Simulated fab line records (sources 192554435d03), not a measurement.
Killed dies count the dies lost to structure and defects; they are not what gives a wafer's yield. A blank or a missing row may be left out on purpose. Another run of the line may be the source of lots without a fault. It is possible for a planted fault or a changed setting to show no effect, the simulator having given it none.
Split-lot study || flow n5Finfet || 21 wafers read across 7 lots, on a route 1938 steps long

## ON THE SPLIT
At N5_BEOL_M12_PEB_08 (peb time 90 s), the setting pebTimeS was moved away from the recipe's 90 s on 11 of the 21 wafers read, by -22.5% to +20.4%. All remaining wafers had this setting at the recipe value.

## FROM THE SPLIT TO THE READING: what the file shows between them, 10 steps
- N5_BEOL_M12_DEVELOP_09: develop time 45 s
- N5_BEOL_M12_HARDBAKE_14: time 120 s
- N5_BEOL_M12_CD_MEAS_10: target cd 140 nm
- N5_BEOL_M12_DESCUM_15: chemistry O2, time 7.9 s
- N5_BEOL_M12_ETCH_59: etches BARC in N2/H2, target depth 89 nm, overetch 26.7 nm, time 67.9 s
- N5_BEOL_M12_VIA_ETCH_16: etches SiOC in C4F8/O2/Ar, target depth 724.8 nm
- N5_BEOL_M12_STRIP_63: strips in N2/H2
- N5_BEOL_M12_STRIP_64: strips in N2/H2
- N5_BEOL_M12_STRIP_71: strips in post etch residue remover, time 60 s
- N5_BEOL_M12_SRD_72: time 30 s, dry time 30 s

## THE READING
Shown in nm: cdNm at N5_BEOL_M12_CD_MEAS_17, with target cd 140 nm. Typical for fault-free wafers on this fab line: 140.4 nm, with standard deviation 2.1 nm.

{"wafer": "L077.1", "tool, chamber at the split": "lithoTrack-05, 0", "pebTimeS as run, s": 76.9, "against the recipe": "-14.6%", "cdNm, nm": 133.6, "against lot-mates on the recipe": -7.6}
{"wafer": "L077.4", "tool, chamber at the split": "lithoTrack-05, 0", "pebTimeS as run, s": 90, "against the recipe": "recipe", "cdNm, nm": 141.2, "against lot-mates on the recipe": "-"}
{"wafer": "L077.6", "tool, chamber at the split": "lithoTrack-05, 0", "pebTimeS as run, s": 76.9, "against the recipe": "-14.6%", "cdNm, nm": 133.0, "against lot-mates on the recipe": -8.2}
{"wafer": "L079.2", "tool, chamber at the split": "lithoTrack-04, 0", "pebTimeS as run, s": 104.9, "against the recipe": "+16.6%", "cdNm, nm": 143.6, "against lot-mates on the recipe": "+5.0"}
{"wafer": "L079.4", "tool, chamber at the split": "lithoTrack-04, 0", "pebTimeS as run, s": 90, "against the recipe": "recipe", "cdNm, nm": 138.6, "against lot-mates on the recipe": "-"}
{"wafer": "L079.5", "tool, chamber at the split": "lithoTrack-04, 0", "pebTimeS as run, s": 104.9, "against the recipe": "+16.6%", "cdNm, nm": 143.5, "against lot-mates on the recipe": "+4.9"}
{"wafer": "L088.1", "tool, chamber at the split": "lithoTrack-05, 0", "pebTimeS as run, s": 84.37, "against the recipe": "-6.3%", "cdNm, nm": 141.1, "against lot-mates on the recipe": "+1.5"}
{"wafer": "L088.5", "tool, chamber at the split": "lithoTrack-05, 0", "pebTimeS as run, s": 90, "against the recipe": "recipe", "cdNm, nm": 139.6, "against lot-mates on the recipe": "-"}
{"wafer": "L088.6", "tool, chamber at the split": "lithoTrack-05, 0", "pebTimeS as run, s": 84.37, "against the recipe": "-6.3%", "cdNm, nm": 140.5, "against lot-mates on the recipe": "+0.9"}
{"wafer": "L095.2", "tool, chamber at the split": "lithoTrack-05, 0", "pebTimeS as run, s": 90, "against the recipe": "recipe", "cdNm, nm": 143.5, "against lot-mates on the recipe": "-"}
{"wafer": "L095.5", "tool, chamber at the split": "lithoTrack-05, 0", "pebTimeS as run, s": 74.11, "against the recipe": "-17.7%", "cdNm, nm": 136.1, "against lot-mates on the recipe": -7.4}
{"wafer": "L095.6", "tool, chamber at the split": "lithoTrack-05, 0", "pebTimeS as run, s": 74.11, "against the recipe": "-17.7%", "cdNm, nm": 137.6, "against lot-mates on the recipe": -5.9}
{"wafer": "L094.1", "tool, chamber at the split": "lithoTrack-03, 0", "pebTimeS as run, s": 90, "against the recipe": "recipe", "cdNm, nm": 138.7, "against lot-mates on the recipe": "-"}
{"wafer": "L094.3", "tool, chamber at the split": "lithoTrack-03, 0", "pebTimeS as run, s": 90, "against the recipe": "recipe", "cdNm, nm": 140.0, "against lot-mates on the recipe": "-"}
{"wafer": "L094.4", "tool, chamber at the split": "lithoTrack-03, 0", "pebTimeS as run, s": 90, "against the recipe": "recipe", "cdNm, nm": 136.1, "against lot-mates on the recipe": "-"}
{"wafer": "L089.1", "tool, chamber at the split": "lithoTrack-05, 0", "pebTimeS as run, s": 108.4, "against the recipe": "+20.4%", "cdNm, nm": 146.1, "against lot-mates on the recipe": "+6.6"}
{"wafer": "L089.2", "tool, chamber at the split": "lithoTrack-05, 0", "pebTimeS as run, s": 108.4, "against the recipe": "+20.4%", "cdNm, nm": 146.5, "against lot-mates on the recipe": "+7.0"}
{"wafer": "L089.6", "tool, chamber at the split": "lithoTrack-05, 0", "pebTimeS as run, s": 90, "against the recipe": "recipe", "cdNm, nm": 139.5, "against lot-mates on the recipe": "-"}
{"wafer": "L092.1", "tool, chamber at the split": "lithoTrack-05, 0", "pebTimeS as run, s": 69.75, "against the recipe": "-22.5%", "cdNm, nm": 135.5, "against lot-mates on the recipe": -5.4}
{"wafer": "L092.2", "tool, chamber at the split": "lithoTrack-05, 0", "pebTimeS as run, s": 90, "against the recipe": "recipe", "cdNm, nm": 143.8, "against lot-mates on the recipe": "-"}
{"wafer": "L092.4", "tool, chamber at the split": "lithoTrack-05, 0", "pebTimeS as run, s": 90, "against the recipe": "recipe", "cdNm, nm": 138.1, "against lot-mates on the recipe": "-"}

THE FIT
A straight line over all 21 wafers: cdNm changes by +0.257 nm for each +1% of pebTimeS; r = +0.83; the points scatter about the line by 2.2 nm.
The same after taking each lot's own level away (the mean of its wafers on the recipe; 21 wafers): +0.336 nm for each +1%; r = +0.91; scatter 1.9 nm.
The reading moves by 7.6 nm for the largest change in pebTimeS, on that fit.
Across the lots, their own levels run from 138.27 to 143.50 nm, a range of 2.5 times the standard deviation given above.
Thus the slope moves with the lot-to-lot level: the two fits are different.
Check: for one of the wafers moved furthest among these (-22.5%), held out of the fit, the line's prediction against its lot-mates is -8.1 nm. It came out at -5.45 nm against them.

## OTHER SPLITS APPLIED TO THESE WAFERS
These wafers also went through other splits before the reading. Each is held against what the fit with the lots' levels taken away leaves over:
{"other split on the same wafers": "N5_BEOL_M9_TRENCH_ETCH_37 biasW", "wafers away from the commonest value": 10, "r with cdNm (lot level and that fit taken away)": "+0.33"}
{"other split on the same wafers": "N5_BEOL_M10_EXPOSE_25 doseMj", "wafers away from the commonest value": 6, "r with cdNm (lot level and that fit taken away)": -0.09}
{"other split on the same wafers": "N5_BEOL_M12_COAT_04 spinRpm", "wafers away from the commonest value": 6, "r with cdNm (lot level and that fit taken away)": -0.15}

## THE WHOLE CHAIN: every reading that the file lists as answering this split, in the file's order
{"step": "N5_BEOL_M12_CD_MEAS_10", "what it does": "target cd 140 nm", "reading": "cdNm", "change (the file's fit)": "+0.372 nm for each +1% of the setting", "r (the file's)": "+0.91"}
{"step": "N5_BEOL_M12_CD_MEAS_17", "what it does": "target cd 140 nm", "reading": "cdNm", "change (the file's fit)": "+0.323 nm for each +1% of the setting", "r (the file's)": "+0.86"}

## THE FILE'S OWN FIT
cdNm changes by +0.323 nm for each +1% of pebTimeS, r = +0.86.
